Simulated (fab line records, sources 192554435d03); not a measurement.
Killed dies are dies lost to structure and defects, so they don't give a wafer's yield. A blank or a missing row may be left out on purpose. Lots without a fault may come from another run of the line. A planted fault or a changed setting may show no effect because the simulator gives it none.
Which tool did it? | flow n5_finfet | 21 lots, 63 wafers sampled, at 4 steps of a route of 1938

WHAT THE GAUGES READ, wafer by wafer
N5_MOL_CONTACT_COAG_THK_MEAS_53.
lot  | measured     | on            | VIA_MOL_THK (nm)
L074 | day 5 06:59  | film_metro-01 | 42.7 43.5 43.7
L076 | day 5 16:07  | film_metro-01 | 43.8 43.5 43.7
L075 | day 5 18:20  | film_metro-02 | 44.4 43.5 43.8
L077 | day 6 04:13  | film_metro-01 | 44.7 44.0 43.6
L078 | day 6 19:42  | film_metro-02 | 43.8 43.7 44.6
L079 | day 6 21:44  | film_metro-01 | 43.4 44.1 43.3
L080 | day 7 01:35  | film_metro-02 | 44.6 43.5 44.4
L081 | day 7 03:08  | film_metro-01 | 43.6 44.5 43.5
L082 | day 7 03:28  | film_metro-02 | 42.8 44.0 44.1
L085 | day 7 21:18  | film_metro-01 | 43.4 43.8 43.3
L086 | day 8 15:43  | film_metro-01 | 44.7 44.3 44.7
L087 | day 8 16:28  | film_metro-02 | 43.3 43.6 44.1
L088 | day 8 20:47  | film_metro-02 | 44.9 44.5 44.7
L089 | day 8 23:44  | film_metro-02 | 43.1 43.9 43.8
L090 | day 9 06:29  | film_metro-02 | 43.7 44.4 44.8
L091 | day 9 10:05  | film_metro-01 | 43.8 43.6 44.5
L092 | day 9 15:46  | film_metro-02 | 43.7 44.1 44.4
L094 | day 10 07:10 | film_metro-01 | 43.6 43.8 44.1
L095 | day 10 12:50 | film_metro-01 | 44.4 44.2 44.4
L096 | day 10 23:44 | film_metro-01 | 44.1 45.0 44.3
L097 | day 11 02:26 | film_metro-02 | 44.1 43.5 45.0

N5_BEOL_M0_SAQP_CD_MEAS_14: target cd 42.5 nm.
lot  | measured     | on        | cd_nm (nm)
L074 | day 5 13:55  | cd_sem-03 | 42.36 42.58 42.56
L076 | day 5 21:45  | cd_sem-01 | 42.42 42.50 41.89
L075 | day 5 23:35  | cd_sem-01 | 42.37 42.35 42.35
L077 | day 6 10:46  | cd_sem-03 | 42.46 42.62 42.84
L078 | day 7 00:24  | cd_sem-01 | 41.96 42.35 42.27
L079 | day 7 03:26  | cd_sem-03 | 41.92 42.82 42.44
L080 | day 7 06:01  | cd_sem-01 | 42.51 42.57 43.09
L081 | day 7 11:34  | cd_sem-01 | 42.49 42.40 42.98
L082 | day 7 11:44  | cd_sem-01 | 42.50 42.75 42.31
L085 | day 8 04:07  | cd_sem-01 | 42.59 42.57 42.20
L086 | day 8 20:19  | cd_sem-01 | 42.62 42.22 42.36
L087 | day 9 00:14  | cd_sem-03 | 42.75 42.40 42.30
L088 | day 9 03:29  | cd_sem-03 | 43.56 42.88 42.48
L089 | day 9 05:18  | cd_sem-01 | 42.51 42.17 42.52
L090 | day 9 12:23  | cd_sem-03 | 41.91 42.71 42.60
L091 | day 9 15:32  | cd_sem-03 | 42.30 42.41 42.39
L092 | day 9 20:45  | cd_sem-02 | 42.72 42.47 42.88
L094 | day 10 12:38 | cd_sem-03 | 42.50 42.63 43.00
L095 | day 10 18:41 | cd_sem-02 | 42.96 42.24 42.72
L096 | day 11 08:29 | cd_sem-01 | 42.16 42.41 42.40
L097 | day 11 09:03 | cd_sem-01 | 42.38 42.38 42.40

WHICH TOOL RAN EACH LOT (tool, then ch and the chambers of the sampled wafers, then the start)
lot  | N5_MOL_CONTACT_COAG_VIA_ETCH_117   | N5_BEOL_M0_SAQP_PECVD_04
L074 | rie_diel-01 ch 0,1,2, day 5 05:53  | pecvd-01 ch 0,2, day 5 13:25
L076 | rie_diel-04 ch 2,3, day 5 15:01    | pecvd-03 ch 0,1, day 5 21:10
L075 | rie_diel-02 ch 1,2, day 5 17:10    | pecvd-04 ch 0,1,2, day 5 23:01
L077 | rie_diel-04 ch 0,2,3, day 6 03:00  | pecvd-01 ch 0,1,2, day 6 10:13
L078 | rie_diel-02 ch 0,2, day 6 18:34    | pecvd-01 ch 1,2, day 6 23:53
L079 | rie_diel-04 ch 0,2,3, day 6 20:38  | pecvd-04 ch 0,1,2, day 7 02:52
L080 | rie_diel-02 ch 0,2,3, day 7 00:29  | pecvd-03 ch 0,1,2, day 7 05:25
L081 | rie_diel-01 ch 0,2,3, day 7 01:59  | pecvd-04 ch 0,1,2, day 7 10:57
L082 | rie_diel-02 ch 2,3, day 7 02:22    | pecvd-03 ch 0,1,2, day 7 11:08
L085 | rie_diel-04 ch 0,1,3, day 7 20:00  | pecvd-01 ch 0,1,2, day 8 03:40
L086 | rie_diel-02 ch 1,2,3, day 8 14:37  | pecvd-03 ch 0,1,2, day 8 19:53
L087 | rie_diel-04 ch 0,1, day 8 15:22    | pecvd-04 ch 1,2, day 8 23:47
L088 | rie_diel-04 ch 0,2,3, day 8 19:41  | pecvd-04 ch 0,1,2, day 9 03:01
L089 | rie_diel-04 ch 1,2, day 8 22:37    | pecvd-03 ch 0,1,2, day 9 04:43
L090 | rie_diel-04 ch 0,1,2, day 9 05:23  | pecvd-04 ch 0,1, day 9 11:47
L091 | rie_diel-01 ch 1,3, day 9 08:59    | pecvd-03 ch 0,1,2, day 9 14:58
L092 | rie_diel-04 ch 0,1,2, day 9 14:40  | pecvd-03 ch 0, day 9 20:07
L094 | rie_diel-04 ch 1,2,3, day 10 06:04 | pecvd-03 ch 0,1,2, day 10 12:03
L095 | rie_diel-02 ch 0,1,3, day 10 11:44 | pecvd-04 ch 0,1,2, day 10 18:13
L096 | rie_diel-02 ch 0,3, day 10 22:18   | pecvd-04 ch 0,1,2, day 11 08:04
L097 | rie_diel-02 ch 1,2,3, day 11 01:21 | pecvd-03 ch 0,1,2, day 11 08:28
- N5_MOL_CONTACT_COAG_VIA_ETCH_117: etches SiO2 in C4F6/O2, target depth 40 nm, overetch 8 nm, time 26 s.
- N5_BEOL_M0_SAQP_PECVD_04: deposits a-Si from SiH4/He, target thk 60 nm, time 60.2 s.

WHAT THE TOOLS THEMSELVES READ (means of the sampled wafers that have a number; where no wafer has one, the mark that the record gives instead)
N5_MOL_CONTACT_COAG_VIA_ETCH_117.
lot  | tool        | chamber_pressure_mTorr (mTorr) | drypump_motor_current_A (A) | oes_f_703_au (a.u.) | oes_product_au (a.u.) | rf_fwd_power_W (W) | rf_vpp_V (V) | showerhead_plenum_p_Torr (Torr) | throttle_valve_pct (%)
L074 | rie_diel-01 | 10.005                         | 5.76                        | 0.84                | 0.75                  | 319.0              | 1615         | 2.99                            | 41.06
L076 | rie_diel-04 | 10.001                         | 5.50                        | 0.90                | 0.78                  | 319.9              | 1566         | 2.89                            | 41.02
L075 | rie_diel-02 | 10.002                         | 4.93                        | 0.80                | 0.73                  | 321.0              | 1597         | 2.87                            | 41.16
L077 | rie_diel-04 | 10.005                         | 5.60                        | 0.83                | 0.74                  | 319.8              | 1571         | 2.86                            | 40.99
L078 | rie_diel-02 | 9.994                          | 5.55                        | 0.73                | 0.65                  | 320.8              | 1606         | 2.86                            | 41.09
L079 | rie_diel-04 | 9.997                          | 5.58                        | 0.82                | 0.73                  | 319.8              | 1570         | 2.86                            | 40.98
L080 | rie_diel-02 | 9.993                          | 5.44                        | 0.73                | 0.65                  | 319.4              | 1600         | 2.90                            | 41.00
L081 | rie_diel-01 | 10.000                         | 5.68                        | 0.89                | 0.79                  | 319.1              | 1606         | 2.93                            | 40.90
L082 | rie_diel-02 | 10.003                         | 5.23                        | 0.74                | 0.68                  | 318.7              | 1604         | 2.91                            | 40.86
L085 | rie_diel-04 | 10.004                         | 5.56                        | 0.83                | 0.73                  | 320.9              | 1571         | 2.82                            | 41.01
L086 | rie_diel-02 | 10.006                         | 5.08                        | 0.76                | 0.69                  | 319.4              | 1601         | 2.88                            | 41.02
L087 | rie_diel-04 | 9.997                          | 5.63                        | 0.77                | 0.68                  | 320.6              | 1569         | 2.79                            | 41.02
L088 | rie_diel-04 | 9.993                          | 5.58                        | 0.81                | 0.71                  | 321.3              | 1570         | 2.86                            | 41.00
L089 | rie_diel-04 | 9.996                          | 5.45                        | 0.87                | 0.77                  | 322.8              | 1559         | 2.81                            | 41.08
L090 | rie_diel-04 | 10.001                         | 5.51                        | 0.82                | 0.72                  | 320.5              | 1565         | 2.82                            | 41.04
L091 | rie_diel-01 | 9.997                          | 5.75                        | 0.80                | 0.71                  | 319.1              | 1579         | 2.82                            | 40.90
L092 | rie_diel-04 | 9.997                          | 5.53                        | 0.81                | 0.72                  | 321.3              | 1564         | 2.82                            | 41.04
L094 | rie_diel-04 | 10.001                         | 5.50                        | 0.85                | 0.75                  | 319.7              | 1564         | 2.84                            | 41.06
L095 | rie_diel-02 | 10.003                         | 5.16                        | 0.74                | 0.66                  | 319.7              | 1591         | 2.90                            | 41.10
L096 | rie_diel-02 | 9.991                          | 5.29                        | 0.72                | 0.65                  | 318.9              | 1593         | 2.93                            | 40.94
L097 | rie_diel-02 | 10.010                         | 5.09                        | 0.74                | 0.67                  | 319.7              | 1599         | 2.87                            | 41.04

N5_BEOL_M0_SAQP_PECVD_04.
lot  | tool     | heater_power_w (W) | rf_fwd_power_W (W) | showerhead_plenum_p_Torr (Torr) | susceptor_temp_C (C) | throttle_valve_pct (%)
L074 | pecvd-01 | 525                | 99.6               | 5.63                            | 350.12               | 17.5
L076 | pecvd-03 | 571                | 99.4               | 5.65                            | 350.08               | 19.6
L075 | pecvd-04 | 652                | 99.7               | 5.69                            | 349.87               | 18.1
L077 | pecvd-01 | 554                | 99.0               | 5.65                            | 350.26               | 17.9
L078 | pecvd-01 | 531                | 99.2               | 5.65                            | 349.98               | 18.3
L079 | pecvd-04 | 610                | 99.3               | 5.69                            | 349.94               | 18.1
L080 | pecvd-03 | 627                | 99.1               | 5.65                            | 349.93               | 18.9
L081 | pecvd-04 | 674                | 99.3               | 5.69                            | 350.02               | 18.2
L082 | pecvd-03 | 670                | 99.8               | 5.66                            | 350.08               | 19.0
L085 | pecvd-01 | 517                | 99.1               | 5.64                            | 350.12               | 18.0
L086 | pecvd-03 | 617                | 99.7               | 5.66                            | 350.18               | 18.9
L087 | pecvd-04 | 575                | 99.8               | 5.70                            | 350.05               | 18.4
L088 | pecvd-04 | 648                | 99.1               | 5.68                            | 349.78               | 18.1
L089 | pecvd-03 | 639                | 99.7               | 5.66                            | 349.89               | 18.9
L090 | pecvd-04 | 656                | 99.4               | 5.70                            | 350.04               | 18.4
L091 | pecvd-03 | 636                | 99.5               | 5.66                            | 349.97               | 18.9
L092 | pecvd-03 | 511                | 98.9               | 5.64                            | 349.83               | 20.2
L094 | pecvd-03 | 636                | 99.5               | 5.66                            | 349.76               | 19.0
L095 | pecvd-04 | 653                | 99.4               | 5.69                            | 349.95               | 18.3
L096 | pecvd-04 | 642                | 99.1               | 5.69                            | 349.86               | 18.3
L097 | pecvd-03 | 660                | 99.4               | 5.65                            | 350.09               | 18.8

THE ANSWER, worked out from the rows above alone
Rule: what is usual is taken from the lots themselves. Put in order of their means at a reading, lots are off if they are a third of the lots or fewer, leave a main group of 4 or more, and stand apart from it by a gap of 3 or more times the standard deviation of the main group's means; of several such gaps the widest counts. A main group whose means are all the same, to the digits that the tables above print for the reading, isn't used. A lot without any number at a reading at which 4 lots or more have one is off too. The other lots that the step has rows for count as sound. The gauges are gone through in route order, then the tools' own readings, and for those a lot's mean is taken as printed above. The first step at which some lot is off is used, and at that step the reading that is off furthest; a lot without a number counts as furthest.
No lot is off at any reading shown: from this, nothing can be told.

WHAT THE SIMULATOR HAD PUT IN
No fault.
